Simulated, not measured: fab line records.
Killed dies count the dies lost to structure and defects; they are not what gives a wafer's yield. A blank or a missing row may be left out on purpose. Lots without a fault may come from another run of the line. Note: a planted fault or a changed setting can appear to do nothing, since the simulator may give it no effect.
Struck lot and sound lot, side by side -- flow n5 finfet -- 24 steps out of a route of 1938
Sound: wafers L860.3, L860.4, L860.6. Struck: wafers L866.2, L866.4, L866.6. The cause is given at the end.
Each step with rows lists, per side, the tool, then ch with its chambers, then its first start. Under that, the readings that differ: sound wafers -- struck wafers -- difference of the means -- sigmas: that difference in standard deviations of wafers without a fault.
alike: readings with means less than 2 such deviations apart, plus words and numbers identical on both sides. not compared: withheld readings, readings lacking a value on some wafer, bounds such as >300 that could conceal the same value, and numbers that have no deviation in the record and whose values overlap.
A row with sigmas, a row that says differs or no value, or rows on one side alone: a step with any of these is where the two part. When numbers do not overlap yet have no deviation, they are printed without sigmas and do not part them. A reading missing from all wafers of one side parts the sides only when that side holds two or more wafers.

N5_BEOL_M8_ETCH_62: etches SOC in N2/H2, target depth 110 nm, overetch 22 nm, time 165 s.
  sound on rie diel-01 ch 0,1,2, day 11 18:19; struck on rie diel-06 ch 2,3, day 14 00:50
  alike: drypump motor current A, oes product au, rf vpp V, showerhead plenum p Torr, throttle valve pct
  not compared: rf hours counter h
then, 2 steps without rows for these wafers: N5_BEOL_M8_STRIP_68 (strips in N2/H2); N5_BEOL_M8_STRIP_67 (strips in CF4).
N5_BEOL_M8_HM_OPEN_17: chemistry Cl2/BCl3, target TiN, target depth 20 nm, overetch 6 nm.
  sound on rie metal-01 ch 0,1, day 11 18:32; struck on rie metal-03 ch 0,1, day 14 01:02
  alike: bcl3 flow sccm, drypump motor current A, oes product au, throttle valve pct
  not compared: rf hours counter h
N5_BEOL_M8_STRIP_19: strips in O2.
  sound on rie diel-01 ch 0,1, day 11 18:37; struck on rie diel-02 ch 0,1,2, day 14 01:11
  alike: drypump motor current A, oes product au, rf vpp V, showerhead plenum p Torr, throttle valve pct
  not compared: rf hours counter h
N5_BEOL_M8_CD_MEAS_18: pitch 80 nm, target cd 40 nm.
  struck on cd sem-03, day 14 01:16; sound on cd sem-03, day 11 18:41
  alike: cd nm
then, 6 steps without rows for these wafers: N5_BEOL_M8_COAT_63 (time 60 s, resist thk 60 nm); N5_BEOL_M8_COAT_64 (time 60 s, resist thk 12 nm); N5_BEOL_M8_COAT_71 (time 60 s, resist thk 5 nm); N5_BEOL_M8_COAT_22 (resist thk 30 nm); N5_BEOL_M8_EBR_24; N5_BEOL_M8_SOFTBAKE_23 (time 60 s).
N5_BEOL_M8_EXPOSE_25: exposes mask V7, target cd 40 nm.
  sound on euv scanner-01 ch 0, day 11 20:50; struck on euv scanner-02 ch 0, day 14 04:10
reading,sound,struck,difference,sigmas
exposure dose mJ cm2,42.54 42.51 42.49,43.05 43.08 43.01,+0.53,+12
  alike: mask, reticle temp C
then, 2 steps without rows for these wafers: N5_BEOL_M8_PEB_26 (peb time 60 s); N5_BEOL_M8_DEVELOP_27 (develop time 30 s).
N5_BEOL_M8_CD_MEAS_28: the cd target is 40 nm.
  sound on cd sem-03 ch 0, day 11 20:58; struck on cd sem-01 ch 0, day 14 04:17
  alike: cd nm
N5_BEOL_M8_OVL_MEAS_29:
  sound on overlay-01 ch 0, day 11 21:01; struck on overlay-02 ch 0, day 14 04:19
  alike: V7_OVL
N5_BEOL_M8_INSPECT_30: inspects for defects (brightfield).
  struck on defect inspect-01, day 14 04:23; sound on defect inspect-01, day 11 21:03
  alike: raw defect count
N5_BEOL_M8_DESCUM_33: chemistry O2, time 7 s.
  sound on rie diel-06 ch 1,2,3, day 11 21:05; struck on rie diel-02 ch 0,1,2, day 14 04:25
  alike: drypump motor current A, oes product au, rf vpp V, showerhead plenum p Torr, throttle valve pct
  not compared: rf hours counter h, model.BEOL_M8.cd nm
N5_BEOL_M8_ETCH_72: etches underlayer in N2/H2, target depth 6.5 nm, time 5.2 s.
  sound on rie diel-06 ch 1,2,3, day 11 21:07; struck on rie diel-02 ch 0,1,2, day 14 04:26
  alike: drypump motor current A, etch rf on time s, oes product au, rf vpp V, showerhead plenum p Torr, throttle valve pct
  not compared: rf hours counter h
N5_BEOL_M8_ETCH_65: etches SiARC in CF4, target depth 15.6 nm, time 26 s.
  sound on rie diel-06 ch 1,2,3, day 11 21:08; struck on rie diel-02 ch 0,1,2, day 14 04:28
  alike: drypump motor current A, etch rf on time s, oes product au, rf vpp V, showerhead plenum p Torr, throttle valve pct
  not compared: rf hours counter h
N5_BEOL_M8_ETCH_66: etches SOC in N2/H2, target depth 80 nm, overetch 16 nm, time 120 s.
  sound on rie diel-06 ch 1,2,3, day 11 21:10; struck on rie diel-02 ch 0,1,2, day 14 04:29
  alike: drypump motor current A, oes product au, rf vpp V, showerhead plenum p Torr, throttle valve pct
  not compared: rf hours counter h, model.BEOL_M8.cd nm
then, 1 step without rows for these wafers: N5_BEOL_M8_STRIP_69 (strips in N2/H2).
-- here the record skips 3 days between the struck wafers' starts before and after, leaving off in module BEOL_M8 and picking up in module PASSIVATION (first step shown: number 1936 of the route) --
N5_PASSIVATION_PROBE_49:
  struck on prober-02, day 17 12:37; sound on prober-01, day 14 16:43
reading,sound,struck,difference,sigmas
killed dies,76 65 86,93 112 112,+30,+2
killed open,56 42 51,64 78 82,+25,+2
sort_bin_5_function (%),3.3 3.0 5.1,5.4 5.7 5.4,+1.7,+2
sort n pass,1104 1115 1094,1087 1068 1068,-30,-2
  alike: defect limited yield, killed_at_M0_to_M3, killed_at_M4_up, killed at contacts, killed at front end, killed at other, killed short, sort_bin_6_memory, sort yield pct

WHERE THEY PART
At N5_BEOL_M8_EXPOSE_25 first; at N5_PASSIVATION_PROBE_49 last (within this record only).

WHY: what had been put in by the simulator
Drift in process parameters on euv scanner-02 at N5_BEOL_M8_EXPOSE_25, starting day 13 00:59. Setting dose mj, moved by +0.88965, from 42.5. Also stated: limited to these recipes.
